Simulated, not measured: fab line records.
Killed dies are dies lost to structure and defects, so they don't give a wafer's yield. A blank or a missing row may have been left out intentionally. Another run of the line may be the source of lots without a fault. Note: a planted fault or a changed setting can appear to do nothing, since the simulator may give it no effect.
fab line records ; flow n5Finfet
record: lots: 7; wafers: 21
route steps=1938 shown DUMMY_GATE@222 SD_EPI_N@279 SD_EPI_P@321 SD_ACTIVATION@330 HKMG_FIN@438 MOL_CONTACT_COAG@535 BEOL_M0_SAQP@636
startH: the number of hours between the record's first day and the start of the first shown wafer of the lot ; waitH: hours since the lot's step before ; " identical to the entry in the row above ; L1.1+2: a single row standing in for several wafers ; - no value, or no start given ; * or withheld: withheld ; < > ~ a bound
route shown NAME@n: NAME is a module with steps in the file, n the number in the route of the first one ; usual: average and standard deviation across the fault-free wafers ; same: alike in all rows ; chamber/n: place in a boat ; sites: each site's reading ; _std_site: how widely they spread, as a standard deviation ; _edge_site: inner sites' mean taken away from outer sites' mean ; radiusMm: for every site, how far away it sits from the centre of the wafer ; mask NAME#n: copy n ; behind: the tool/chamber that last shaped the wafer ; hold: the reason the lot was held/the length of the hold in hours/how it ended ; device: which transistor (n, p or np) failed to switch ; end of line: the same wafers' tests at the end of the route ; where a step has no rows: the recipe by itself ; killed: at the first sort, the dies lost to defects and structure; wafer yield is something else ; map: shows each die of a wafer: x if killed, . if not, _ if none is there
set.NAME: the run value of the setting; set.NAME@STEP: its run value at that earlier step ; model.NAME: the simulator's own value behind a step, which no gauge read
one table per step and one row per wafer, for lots whose settings were changed on purpose
== steps ==
step: N5_DUMMY_GATE_COAT_34
recipe: resist: SOC; tempC: 250; timeS: 60; spinRpm: 1500; resistThkNm: 60
lot.wafer;tool;chamber;startH;waitH;set.spinRpm;model.SOC_of_DUMMY_GATE_COAT_34.thkNm
L074.3+4;lithoTrack-03;0;50.09;0.0;1500;60
L074.6;lithoTrack-03;0;50.09;0.0;1500;59.8
L077.2;lithoTrack-05;0;69.82;0.0;1500;60.2
L077.4;lithoTrack-05;0;69.82;0.0;1548;58.8
L077.6;lithoTrack-05;0;69.82;0.0;1500;60
L079.4;lithoTrack-04;0;75.16;0.0;1500;60
L079.5;lithoTrack-04;0;75.16;0.0;1500;59.8
L079.6;lithoTrack-04;0;75.16;0.0;1640;57.4
L082.1;lithoTrack-03;0;92.50;0.0;1500;60.2
L082.5;lithoTrack-03;0;92.50;0.0;1392;62.4
L082.6;lithoTrack-03;0;92.50;0.0;1392;62.6
L085.3;lithoTrack-04;0;115.46;0.0;1364;63.2
L085.4;lithoTrack-04;0;115.46;0.0;1500;60.4
L085.6;lithoTrack-04;0;115.46;0.0;1364;63
L087.4;lithoTrack-05;0;130.27;0.0;1654;56.8
L087.5+6;lithoTrack-05;0;130.27;0.0;1500;59.8
L092.1+5;lithoTrack-05;0;154.98;0.0;1500;60.4
L092.4;lithoTrack-05;0;154.98;0.0;1546;59.4
step: N5_DUMMY_GATE_COAT_35
recipe: resist: SiARC; tempC: 220; timeS: 60; spinRpm: 1500; resistThkNm: 10
step: N5_DUMMY_GATE_COAT_28
recipe: resist: underlayer; tempC: 205; timeS: 60; spinRpm: 1500; resistThkNm: 10
step: N5_DUMMY_GATE_ETCH_29
recipe: chemistry: N2/H2; target: underlayer; targetDepthA: 130; ionEnergyEv: 200; pressureMtorr: 30; sourceW: 840; biasW: 150; n2FlowSccm: 200; h2FlowSccm: 200
step: N5_DUMMY_GATE_ETCH_36
recipe: chemistry: CF4; target: SiARC; targetDepthA: 130; pressureMtorr: 40; sourceW: 545; biasW: 36; Ar_flow_sccm: 100; cf4FlowSccm: 100; ionEnergyEv: 80
step: N5_DUMMY_GATE_ETCH_37
recipe: chemistry: N2/H2; target: SOC; targetDepthA: 600; overetchA: 300; tempC: 40; ionEnergyEv: 200; pressureMtorr: 30; sourceW: 840; biasW: 150; n2FlowSccm: 200; h2FlowSccm: 200
lot.wafer;tool;chamber;startH;waitH;set.spinRpm@DUMMY_GATE_COAT_34;model.etch.depthNm
L074.3;rieDiel-02;1;50.63;0.0;1500;59.95
L074.4;rieDiel-02;2;50.63;0.0;1500;59.92
L074.6;rieDiel-02;3;50.63;0.0;1500;59.82
L077.2;rieDiel-02;0;70.37;0.0;1500;60.12
L077.4;rieDiel-02;1;70.37;0.0;1548;58.85
L077.6;rieDiel-02;2;70.37;0.0;1500;60
L079.4;rieDiel-04;3;75.97;0.0;1500;59.9
L079.5;rieDiel-04;2;75.97;0.0;1500;59.81
L079.6;rieDiel-04;3;75.97;0.0;1640;57.48
L082.1;rieDiel-06;0;93.04;0.0;1500;60.12
L082.5;rieDiel-06;3;93.04;0.0;1392;62.49
L082.6;rieDiel-06;2;93.04;0.0;1392;62.55
L085.3;rieDiel-04;0;116.13;0.0;1364;63.17
L085.4;rieDiel-04;1;116.13;0.0;1500;60.5
L085.6;rieDiel-04;0;116.13;0.0;1364;63.04
L087.4;rieDiel-02;0;131.14;0.0;1654;56.89
L087.5;rieDiel-02;1;131.14;0.0;1500;59.85
L087.6;rieDiel-02;0;131.14;0.0;1500;59.81
L092.1+5;rieDiel-02;1,2;155.64;0.0;1500;60.45
L092.4;rieDiel-02;3;155.64;0.0;1546;59.43
step: N5_SD_EPI_N_ETCH_16
recipe: chemistry: CHF3/O2; target: SiO2; targetDepthA: 50; maskMaterial: SOC; pressureMtorr: 30; sourceW: 650; biasW: 170; Ar_flow_sccm: 200; CHF3_flow_sccm: 50; O2_flow_sccm: 5; ionEnergyEv: 200
lot.wafer;tool;chamber;startH;waitH;set.targetDepthA;model.etch.depthNm
L074.3;rieDiel-05;0;53.41;0.1;50;4.954
L074.4;rieDiel-05;1;53.41;0.1;50;4.978
L074.6;rieDiel-05;1;53.41;0.1;50;5.034
L077.2;rieDiel-05;1;72.98;0.1;50;5.032
L077.4;rieDiel-05;0;72.98;0.1;50;4.966
L077.6;rieDiel-05;3;72.98;0.1;44.8;4.37
L079.4;rieDiel-01;3;79.21;0.0;50;5.063
L079.5;rieDiel-01;0;79.21;0.0;50;5.036
L079.6;rieDiel-01;2;79.21;0.0;45.42;4.642
L082.1;rieDiel-03;0;98.27;0.1;50;4.958
L082.5;rieDiel-03;0;98.27;0.1;44.14;4.378
L082.6;rieDiel-03;2;98.27;0.1;50;4.833
L085.3;rieDiel-01;1;119.01;0.1;55.77;5.686
L085.4;rieDiel-01;0;119.01;0.1;55.77;5.583
L085.6;rieDiel-01;3;119.01;0.1;50;5.109
L087.4;rieDiel-05;1;134.13;0.1;45.73;4.623
L087.5;rieDiel-05;2;134.13;0.1;45.73;4.9
L087.6;rieDiel-05;1;134.13;0.1;50;5.093
L092.1;rieDiel-05;2;158.48;0.1;44.01;4.648
L092.4;rieDiel-05;1;158.48;0.1;50;4.973
L092.5;rieDiel-05;2;158.48;0.1;50;5.294
step: N5_SD_EPI_N_EPI_21
recipe: material: Si:P; dopant: P; tempC: 680; pressureTorr: 255; timeS: 690
lot.wafer;tool;chamber;startH;waitH;set.epiGrowthTimeS;model.Si-P_of_SD_EPI_N_EPI_21.thkNm
L074.3;epiRpcvd-04;0;55.58;0.9;690;59.2
L074.4;epiRpcvd-04;0;55.58;0.9;690;59.8
L074.6;epiRpcvd-04;0;55.58;0.9;690;59
L077.2+4;epiRpcvd-03;0;74.32;0.4;690;59.8
L077.6;epiRpcvd-03;0;75.44;1.4;690;60.2
L079.4;epiRpcvd-01;0;81.55;1.2;690;60
L079.5;epiRpcvd-01;0;81.55;1.2;690;59.6
L079.6;epiRpcvd-01;0;81.55;1.2;637.3;56.4
L082.1;epiRpcvd-01;0;99.76;0.3;690;59.4
L082.5;epiRpcvd-01;0;101.75;2.0;761.4;64
L082.6;epiRpcvd-01;0;101.75;2.0;690;60.2
L085.3+6;epiRpcvd-03;0;120.63;0.7;690;59.4
L085.4;epiRpcvd-03;0;120.63;0.7;690;59.6
L087.4;epiRpcvd-03;0;136.03;0.9;745;62.4
L087.5;epiRpcvd-03;0;136.03;0.9;690;59.6
L087.6;epiRpcvd-03;0;136.03;0.9;745;61.8
L092.1;epiRpcvd-04;0;159.58;0.1;690;59.4
L092.4+5;epiRpcvd-04;0;159.58;0.1;654;56.8
step: N5_SD_EPI_N_PRECLEAN_24
recipe: chemistry: O3/DIW; timeS: 60; tempC: 22; o3Ppm: 10
step: N5_SD_EPI_P_EPI_21
recipe: material: SiGe:B; dopant: B; tempC: 550; pressureTorr: 20; ambient: H2; timeS: 355
step: N5_SD_EPI_P_HM_STRIP_48
recipe: chemistry: H3PO4; tempC: 160; material: SiNx; target: SiNx; targetDepthA: 30; overetchFraction: 0.3
lot.wafer;tool;chamber;startH;waitH;set.epiGrowthTimeS@SD_EPI_N_EPI_21;model.Si-P_of_SD_EPI_N_EPI_21.thkNm
L074.3;wetBench-04;1;61.94;0.0;690;58.6
L074.4;wetBench-04;2;61.94;0.0;690;59
L074.6;wetBench-04;5;61.94;0.0;690;58.4
L077.2;wetBench-04;0;80.31;0.0;690;59
L077.4;wetBench-04;4;80.31;0.0;690;59.2
L077.6;wetBench-04;7;80.31;0.0;690;59.4
L079.4;wetBench-05;4;89.30;0.0;690;59.4
L079.5;wetBench-05;1;89.30;0.0;690;59
L079.6;wetBench-05;0;89.30;0.0;637.3;55.8
L082.1;wetBench-04;0;107.41;0.0;690;58.8
L082.5;wetBench-04;5;107.41;0.0;761.4;63.2
L082.6;wetBench-04;3;107.41;0.0;690;59.6
L085.3;wetBench-05;0;127.21;0.0;690;58.8
L085.4;wetBench-05;6;127.21;0.0;690;59
L085.6;wetBench-05;5;127.21;0.0;690;58.6
L087.4;wetBench-04;2;142.51;0.0;745;61.8
L087.5;wetBench-04;6;142.51;0.0;690;59
L087.6;wetBench-04;1;142.51;0.0;745;61.2
L092.1;wetBench-03;1;166.48;0.0;690;58.8
L092.4+5;wetBench-03;2,5;166.48;0.0;654;56.2
step: N5_SD_EPI_P_SRD_49
recipe: dry: ipaMarangoni; timeS: 30; tempC: 23; rinseLiquid: diw
step: N5_SD_EPI_P_PRECLEAN_24
recipe: chemistry: O3/DIW; timeS: 45; tempC: 22; o3Ppm: 10
step: N5_SD_ACTIVATION_RTA_00
recipe: tempC: 975; timeS: 0; ambient: N2; idleTempC: 600; rampUpCPerS: 150; rampDownCPerS: 60; coolToC: 600
step: N5_SD_ACTIVATION_LSA_01
recipe: tempC: 1080; timeS: 0.0008; ambient: N2
step: N5_SD_ACTIVATION_RS_MEAS_03
recipe: thkMeasGauge: four-point-probe
usual: RS_SD_N: 21.83/0.26; RS_SD_P: 55.9/1.1
lot.wafer;tool;chamber;startH;waitH;set.epiGrowthTimeS@SD_EPI_N_EPI_21;RS_SD_N[ohm/sq];RS_SD_P[ohm/sq]
L074.3;filmMetro-02;-;62.59;0.2;690;21.86;56.8
L074.4;filmMetro-02;-;62.59;0.2;690;21.80;57.3
L074.6;filmMetro-02;-;62.59;0.2;690;21.82;56.5
L077.2;filmMetro-01;-;81.08;0.2;690;21.61;57.5
L077.4;filmMetro-01;-;81.08;0.2;690;21.52;57.0
L077.6;filmMetro-01;-;81.08;0.2;690;21.32;56.8
L079.4;filmMetro-01;-;89.93;0.1;690;21.49;54.7
L079.5;filmMetro-01;-;89.93;0.1;690;21.82;54.0
L079.6;filmMetro-01;-;89.93;0.1;637.3;22.88;55.1
L082.1;filmMetro-02;-;108.01;0.2;690;21.60;57.1
L082.5;filmMetro-02;-;108.01;0.2;761.4;20.32;56.9
L082.6;filmMetro-02;-;108.01;0.2;690;21.42;56.2
L085.3;filmMetro-02;-;127.82;0.2;690;21.96;56.0
L085.4;filmMetro-02;-;127.82;0.2;690;21.88;55.9
L085.6;filmMetro-02;-;127.82;0.2;690;22.01;56.1
L087.4;filmMetro-01;-;143.34;0.1;745;20.74;54.7
L087.5;filmMetro-01;-;143.34;0.1;690;21.99;54.9
L087.6;filmMetro-01;-;143.34;0.1;745;20.94;55.0
L092.1;filmMetro-01;-;167.05;0.2;690;21.89;54.4
L092.4;filmMetro-01;-;167.05;0.2;654;22.58;54.0
L092.5;filmMetro-01;-;167.05;0.2;654;22.79;53.9
step: N5_HKMG_FIN_ETCH_35
recipe: chemistry: N2/H2; target: SOC; targetDepthA: 2158; ionEnergyEv: 65; biasW: 5; sourceW: 3000; timeS: 243.4; pressureMtorr: 30; n2FlowSccm: 200; h2FlowSccm: 200
usual: rfVppV: 141.8/1.1
lot.wafer;tool;chamber;startH;waitH;set.sourceW;rfVppV;model.SOC_of_HKMG_FIN_COAT_29.thkNm;model.etch.depthNm;model.HKMG_FIN.featureDepthNm
L077.2;rieDiel-01;2;102.22;0.0;2728;148.2;98.6;201.9;201.8
L077.4;rieDiel-01;0;102.22;0.0;3000;142.3;88.4;211.9;212
L077.6;rieDiel-01;2;102.22;0.0;3000;141.5;82.4;218.1;218.2
L074.3;rieDiel-01;1;108.11;0.0;3000;141.3;83.8;215.7;215.6
L074.4;rieDiel-01;1;108.11;0.0;3000;141.3;79;220.3;220.2
L074.6;rieDiel-01;2;108.11;0.0;3000;141.4;84;215.5;215.6
L079.4;rieDiel-03;2;109.10;0.1;2726;145.9;104.8;195.6;195.6
L079.5;rieDiel-03;3;109.10;0.1;3000;139.3;82.8;218.3;218.4
L079.6;rieDiel-03;0;109.10;0.1;2726;147.6;97.8;203.2;203.2
L082.1;rieDiel-03;2;124.41;0.0;3192;138.7;80.4;220.1;220
L082.5;rieDiel-03;0;124.41;0.0;3000;142.4;83.4;217.6;217.6
L082.6;rieDiel-03;2;124.41;0.0;3192;139.5;80;221.4;221.4
L085.3;rieDiel-05;0;144.30;0.0;3000;142.0;88.6;210.4;210.4
L085.4;rieDiel-05;1;144.30;0.0;3532;132.9;46.2;252.1;252
L085.6;rieDiel-05;0;144.30;0.0;3532;132.9;57;242.1;242
L087.4;rieDiel-01;1;160.23;0.0;3000;143.3;85;215.8;215.8
L087.5;rieDiel-01;1;160.23;0.0;3000;141.1;86.8;213.8;213.8
L087.6;rieDiel-01;0;160.23;0.0;3427;135.8;67.6;232.9;233
L092.1;rieDiel-03;0;183.99;0.0;2818;146.3;94;206.4;206.4
L092.4;rieDiel-03;3;183.99;0.0;2818;144.2;96;204.9;204.8
L092.5;rieDiel-03;1;183.99;0.0;3000;140.7;88.2;211.4;211.4
step: N5_MOL_CONTACT_COAG_CONTACT_ETCH_14
recipe: chemistry: C4F6/O2; target: SiO2; targetDepthA: 275; overetchA: 85; maskMaterial: SOC; pressureMtorr: 30; sourceW: 370; biasW: 185; Ar_flow_sccm: 300; C4F6_flow_sccm: 16; O2_flow_sccm: 10; timeS: 20; ionEnergyEv: 259.6
usual: rfVppV: 694/3.2
lot.wafer;tool;chamber;startH;waitH;set.sourceW;rfVppV
L077.2;rieDiel-01;1;114.34;0.0;370;694
L077.4;rieDiel-01;0;114.34;0.0;370;693
L077.6;rieDiel-01;3;114.34;0.0;427.2;667
L074.3;rieDiel-03;2;120.29;0.0;370;692
L074.4;rieDiel-03;0;120.29;0.0;370;697
L074.6;rieDiel-03;2;120.29;0.0;370;694
L079.4;rieDiel-01;2;121.84;0.0;370;695
L079.5;rieDiel-01;0;121.84;0.0;370;694
L079.6;rieDiel-01;3;121.84;0.0;370;697
L082.1;rieDiel-01;1;137.33;0.0;370;695
L082.5;rieDiel-01;2;137.33;0.0;396.5;680
L082.6;rieDiel-01;3;137.33;0.0;396.5;683
L085.3;rieDiel-01;0;156.32;0.0;343.7;716
L085.4;rieDiel-01;1;156.32;0.0;370;695
L085.6;rieDiel-01;0;156.32;0.0;370;694
L087.4;rieDiel-03;3;172.84;0.0;401.7;663
L087.5;rieDiel-03;0;172.84;0.0;370;698
L087.6;rieDiel-03;3;172.84;0.0;370;686
L092.1;rieDiel-05;1;196.85;0.0;370;689
L092.4;rieDiel-05;0;196.85;0.0;304.7;734
L092.5;rieDiel-05;3;196.85;0.0;304.7;744
step: N5_MOL_CONTACT_COAG_EXPOSE_81
recipe: maskId: VG; na: 0.33; sourceShape: annular; sigmaInner: 0.3; sigmaOuter: 0.7; polarization: unpolarized; defocusNm: 0; doseMj: 59.5
lot.wafer;tool;chamber;startH;waitH;mask;set.doseMj
L077.2+6;euvScanner-01;0;123.91;-;VG#0;59.5
L077.4;euvScanner-01;0;123.91;-;VG#0;63.34
L074.3+4+6;euvScanner-01;0;130.13;-;VG#0;59.5
L079.4+6;euvScanner-01;0;130.62;-;VG#0;59.5
L079.5;euvScanner-01;0;130.62;-;VG#0;63.64
L082.1+5+6;euvScanner-01;0;146.21;-;VG#0;59.5
L085.3+4+6;euvScanner-01;0;165.83;-;VG#0;59.5
L087.4+6;euvScanner-01;0;184.08;-;VG#0;59.5
L087.5;euvScanner-01;0;184.08;-;VG#0;61.27
L092.1+4+5;euvScanner-01;0;206.28;-;VG#0;59.5
step: N5_MOL_CONTACT_COAG_PEB_82
recipe: pebTempC: 100; pebTimeS: 60; resist: CAR-EUV
step: N5_MOL_CONTACT_COAG_DEVELOP_83
recipe: developTimeS: 30; developer: TMAH; resist: CAR-EUV; rinseLiquid: surfactantRinse; dry: airSpin; devTempC: 23
step: N5_MOL_CONTACT_COAG_CD_MEAS_84
recipe: targetCdNm: 25.1; landingEnergyEv: 500; detector: seInlens; polarity: opening
usual: cdNm: 25.18/0.23
lot.wafer;tool;chamber;startH;waitH;set.doseMj@MOL_CONTACT_COAG_EXPOSE_81;cdNm
L077.2;cdSem-02;0;124.04;-;59.5;25.20
L077.4;cdSem-02;0;124.04;-;63.34;26.71
L077.6;cdSem-02;0;124.04;-;59.5;25.41
L074.3;cdSem-02;0;130.25;-;59.5;25.23
L074.4;cdSem-02;0;130.25;-;59.5;25.13
L074.6;cdSem-02;0;130.25;-;59.5;25.49
L079.4;cdSem-02;0;130.74;-;59.5;24.74
L079.5;cdSem-02;0;130.74;-;63.64;26.57
L079.6;cdSem-02;0;130.74;-;59.5;25.61
L082.1;cdSem-02;0;146.36;-;59.5;25.27
L082.5;cdSem-02;0;146.36;-;59.5;25.07
L082.6;cdSem-02;0;146.36;-;59.5;24.98
L085.3;cdSem-01;0;165.96;-;59.5;25.08
L085.4;cdSem-01;0;165.96;-;59.5;25.26
L085.6;cdSem-01;0;165.96;-;59.5;25.18
L087.4;cdSem-03;0;184.20;-;59.5;25.21
L087.5;cdSem-03;0;184.20;-;61.27;25.51
L087.6;cdSem-03;0;184.20;-;59.5;25.26
L092.1;cdSem-01;0;206.43;-;59.5;25.54
L092.4;cdSem-01;0;206.43;-;59.5;25.41
L092.5;cdSem-01;0;206.43;-;59.5;24.94
step: N5_MOL_CONTACT_COAG_ETCH_91
recipe: chemistry: N2/H2; target: SOC; targetDepthA: 600; overetchA: 210; maskMaterial: SiARC; tempC: 40; timeS: 101.2; ionEnergyEv: 200; pressureMtorr: 30; sourceW: 840; biasW: 150; n2FlowSccm: 200; h2FlowSccm: 200
lot.wafer;tool;chamber;startH;waitH;set.timeS
L077.2+4+6;rieDiel-05;3,1,2;124.61;0.0;101.2
L074.3+4+6;rieDiel-01;2,1,2;131.02;0.0;101.2
L079.4+5+6;rieDiel-03;2,3,0;131.29;0.0;101.2
L082.1+5;rieDiel-03;2;146.97;0.0;85.22
L082.6;rieDiel-03;3;146.97;0.0;101.2
L085.3+6;rieDiel-01;0,2;166.64;0.0;101.2
L085.4;rieDiel-01;2;166.64;0.0;90.68
L087.4+5;rieDiel-05;3;184.67;0.0;116.2
L087.6;rieDiel-05;0;184.67;0.0;101.2
L092.1+4+5;rieDiel-03;3,0,0;207.19;0.0;101.2
step: N5_MOL_CONTACT_COAG_STRIP_92
recipe: chemistry: N2/H2; tempC: 40; n2FlowSccm: 200; h2FlowSccm: 200; rfFrequencyHz: 6e+07
step: N5_MOL_CONTACT_COAG_STRIP_93
recipe: chemistry: N2/H2; tempC: 40; n2FlowSccm: 200; h2FlowSccm: 200; rfFrequencyHz: 6e+07
step: N5_MOL_CONTACT_COAG_PRECLEAN_144
recipe: chemistry: alkalineClean; tempC: 60; timeS: 60; doPpb: 50
step: N5_MOL_CONTACT_COAG_SRD_145
recipe: dry: ipaMarangoni; timeS: 30; tempC: 23; rinseLiquid: diw
step: N5_MOL_CONTACT_COAG_CD_MEAS_137
recipe: targetCdNm: 16
usual: cdNm: 16.0/0.39
lot.wafer;tool;chamber;startH;waitH;set.doseMj@MOL_CONTACT_COAG_EXPOSE_81;cdNm
L077.2;cdSem-01;-;125.21;0.0;59.5;16.1
L077.4;cdSem-01;-;125.21;0.0;63.34;17.0
L077.6;cdSem-01;-;125.21;0.0;59.5;16.1
L074.3;cdSem-02;-;131.48;0.0;59.5;16.0
L074.4;cdSem-02;-;131.48;0.0;59.5;16.1
L074.6;cdSem-02;-;131.48;0.0;59.5;16.4
L079.4;cdSem-02;-;131.71;0.0;59.5;15.8
L079.5;cdSem-02;-;131.71;0.0;63.64;17.4
L079.6;cdSem-02;-;131.71;0.0;59.5;15.6
L082.1;cdSem-02;-;147.43;0.0;59.5;16.4
L082.5;cdSem-02;-;147.43;0.0;59.5;15.8
L082.6;cdSem-02;-;147.43;0.0;59.5;16.6
L085.3;cdSem-02;-;167.10;0.0;59.5;15.6
L085.4;cdSem-02;-;167.10;0.0;59.5;15.6
L085.6;cdSem-02;-;167.10;0.0;59.5;15.8
L087.4;cdSem-02;-;185.13;0.0;59.5;16.4
L087.5;cdSem-02;-;185.13;0.0;61.27;17.1
L087.6;cdSem-02;-;185.13;0.0;59.5;16.7
L092.1;cdSem-01;-;207.65;0.0;59.5;15.7
L092.4;cdSem-01;-;207.65;0.0;59.5;15.5
L092.5;cdSem-01;-;207.65;0.0;59.5;15.7
step: N5_BEOL_M0_SAQP_PECVD_96
recipe: material: a-Si; targetThkA: 450; tempC: 350; precursor: SiH4/He; pressureTorr: 3; rfW: 100; timeS: 45.2
lot.wafer;tool;chamber;startH;waitH;set.timeS;model.a-Si_of_BEOL_M0_SAQP_PECVD_96.thkNm
L077.2;pecvd-04;0;132.06;0.0;39.66;39.6
L077.4;pecvd-04;0;132.06;0.0;45.2;45.2
L077.6;pecvd-04;2;132.06;0.0;45.2;45.4
L074.3;pecvd-04;2;138.89;0.0;45.2;45.4
L074.4;pecvd-04;1;138.89;0.0;45.2;46.8
L074.6;pecvd-04;0;138.89;0.0;45.2;45.8
L079.4;pecvd-03;0;139.01;0.0;45.2;45
L079.5;pecvd-03;1;139.01;0.0;45.2;44.8
L079.6;pecvd-03;2;139.01;0.0;45.2;44.6
L082.1;pecvd-03;1;157.56;0.0;45.2;44.6
L082.5;pecvd-03;0;157.56;0.0;40.23;40.8
L082.6;pecvd-03;2;157.56;0.0;40.23;40.4
L085.3;pecvd-03;0;173.19;0.0;45.2;44.4
L085.4;pecvd-03;1;173.19;0.0;45.2;44.8
L085.6;pecvd-03;0;173.19;0.0;45.2;45
L087.4;pecvd-03;2;192.75;0.0;42.73;43
L087.5;pecvd-03;1;192.75;0.0;45.2;45.2
L087.6;pecvd-03;0;192.75;0.0;45.2;45.4
L092.1;pecvd-04;2;216.34;0.0;45.2;44.6
L092.4;pecvd-04;0;216.34;0.0;45.2;44.8
L092.5;pecvd-04;2;216.34;0.0;45.2;45.2
== key ==
split: step: N5_DUMMY_GATE_COAT_34; setting: spinRpm; stated: 1500; by: wafer
response: step: N5_DUMMY_GATE_COAT_34; reading: model.SOC_of_DUMMY_GATE_COAT_34.thkNm; change: -0.296; per: 1%; r: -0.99
response: step: N5_DUMMY_GATE_ETCH_37; reading: model.etch.depthNm; change: -0.29; per: 1%; r: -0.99
split: step: N5_SD_EPI_N_ETCH_16; setting: targetDepthA; stated: 50; by: wafer
response: step: N5_SD_EPI_N_ETCH_16; reading: model.etch.depthNm; change: +0.0457; per: 1%; r: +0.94
split: step: N5_SD_EPI_N_EPI_21; setting: epiGrowthTimeS; stated: 690; by: wafer
response: step: N5_SD_EPI_N_EPI_21; reading: model.Si-P_of_SD_EPI_N_EPI_21.thkNm; change: +0.402; per: 1%; r: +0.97
response: step: N5_SD_EPI_P_HM_STRIP_48; reading: model.Si-P_of_SD_EPI_N_EPI_21.thkNm; change: +0.394; per: 1%; r: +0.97
response: step: N5_SD_ACTIVATION_RS_MEAS_03; reading: RS_SD_N; change: -0.136; per: 1%; r: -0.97
split: step: N5_HKMG_FIN_ETCH_35; setting: sourceW; stated: 3000; by: wafer
response: step: N5_HKMG_FIN_ETCH_35; reading: rfVppV; change: -0.559; per: 1%; r: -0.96
response: step: N5_HKMG_FIN_ETCH_35; reading: model.SOC_of_HKMG_FIN_COAT_29.thkNm; change: -1.67; per: 1%; r: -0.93
response: step: N5_HKMG_FIN_ETCH_35; reading: model.etch.depthNm; change: +1.65; per: 1%; r: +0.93
response: step: N5_HKMG_FIN_ETCH_35; reading: model.HKMG_FIN.featureDepthNm; change: +1.65; per: 1%; r: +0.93
split: step: N5_MOL_CONTACT_COAG_CONTACT_ETCH_14; setting: sourceW; stated: 370; by: wafer
response: step: N5_MOL_CONTACT_COAG_CONTACT_ETCH_14; reading: rfVppV; change: -2.48; per: 1%; r: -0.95
split: step: N5_MOL_CONTACT_COAG_EXPOSE_81; setting: doseMj; stated: 59.5; by: wafer
response: step: N5_MOL_CONTACT_COAG_CD_MEAS_84; reading: cdNm; change: +0.198; per: 1%; r: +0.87
response: step: N5_MOL_CONTACT_COAG_CD_MEAS_137; reading: cdNm; change: +0.188; per: 1%; r: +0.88
split: step: N5_MOL_CONTACT_COAG_ETCH_91; setting: timeS; stated: 101.2; by: wafer
response none clear
split: step: N5_BEOL_M0_SAQP_PECVD_96; setting: timeS; stated: 45.2; by: wafer
response: step: N5_BEOL_M0_SAQP_PECVD_96; reading: model.a-Si_of_BEOL_M0_SAQP_PECVD_96.thkNm; change: +0.42; per: 1%; r: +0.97
